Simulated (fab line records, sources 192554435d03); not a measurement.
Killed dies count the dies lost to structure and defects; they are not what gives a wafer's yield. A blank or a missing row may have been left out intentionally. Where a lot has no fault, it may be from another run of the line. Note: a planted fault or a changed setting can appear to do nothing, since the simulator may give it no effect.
Matching of chambers + flow n5 finfet + N5_BEOL_M7_CURE_74 on uv cure-03 has 3 sister chambers
The step cures SiCOH lowk, time 240 s. 6 wafers are shown with their chamber, then 12 later ones without.

== WAFERS WITH THEIR CHAMBER ==
| wafer  | chamber | lamp power pct (%) | wafer_temp_C_max |
|--------|---------|--------------------|------------------|
| L085.5 | 0       | 52.25              | 387.2            |
| L085.6 | 0       | 52.26              | 387.3            |
| L091.4 | 2       | 52.25              | 386.5            |
| L091.5 | 2       | 52.37              | 386.4            |
| L093.3 | 1       | 52.40              | 387.3            |
| L093.4 | 1       | 52.34              | 387.2            |

== WAFERS MISSING THEIR CHAMBER ==
| wafer  | lamp power pct (%) | wafer_temp_C_max |
|--------|--------------------|------------------|
| L093.2 | 52.31              | 387.6            |
| L093.5 | 52.36              | 387.2            |
| L093.6 | 52.35              | 387.1            |
| L094.1 | 52.33              | 386.6            |
| L094.5 | 52.44              | 387.0            |
| L094.6 | 52.36              | 386.9            |
| L094.2 | 52.30              | 386.7            |
| L094.3 | 52.24              | 387.5            |
| L094.4 | 52.23              | 386.7            |
| L097.2 | 52.21              | 386.6            |
| L097.4 | 52.31              | 387.5            |
| L097.5 | 52.41              | 386.8            |

== EACH ONE'S CHAMBER ==
| wafer  | from the rows above          | in truth                   |
|--------|------------------------------|----------------------------|
| L093.2 | can't be placed: 0 or 1      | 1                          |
| L093.5 | can't be placed: 1 or 0      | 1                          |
| L093.6 | can't be placed: 1 or 0      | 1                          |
| L094.1 | 2                            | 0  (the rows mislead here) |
| L094.5 | can't be placed: 1 or 0      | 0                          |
| L094.6 | can't be placed: 1 or 0 or 2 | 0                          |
| L094.2 | 2                            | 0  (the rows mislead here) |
| L094.3 | can't be placed: 0 or 1      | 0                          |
| L094.4 | 2                            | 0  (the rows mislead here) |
| L097.2 | 2                            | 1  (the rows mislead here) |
| L097.4 | can't be placed: 0 or 1      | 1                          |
| L097.5 | can't be placed: 2 or 1 or 0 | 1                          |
Placed correctly: 0 of 12. Not placeable from these rows: 8 (in 8, the candidates include the true chamber). 4 placed wrongly.
How it was worked out, from the rows above alone: a wafer's distance from a chamber is the root of the sum, over the readings, of the square of ((its reading less the chamber's mean) divided by the reading's scatter). If the next closest chamber is less than 2 further off than the closest, the wafer can't be placed; otherwise it belongs to the closest. Each chamber's mean is taken over the wafers shown for it. The scatter is the square root of a quotient: the sum, over the shown wafers, of each reading's squared deviation from its chamber's mean, divided by wafers minus chambers.
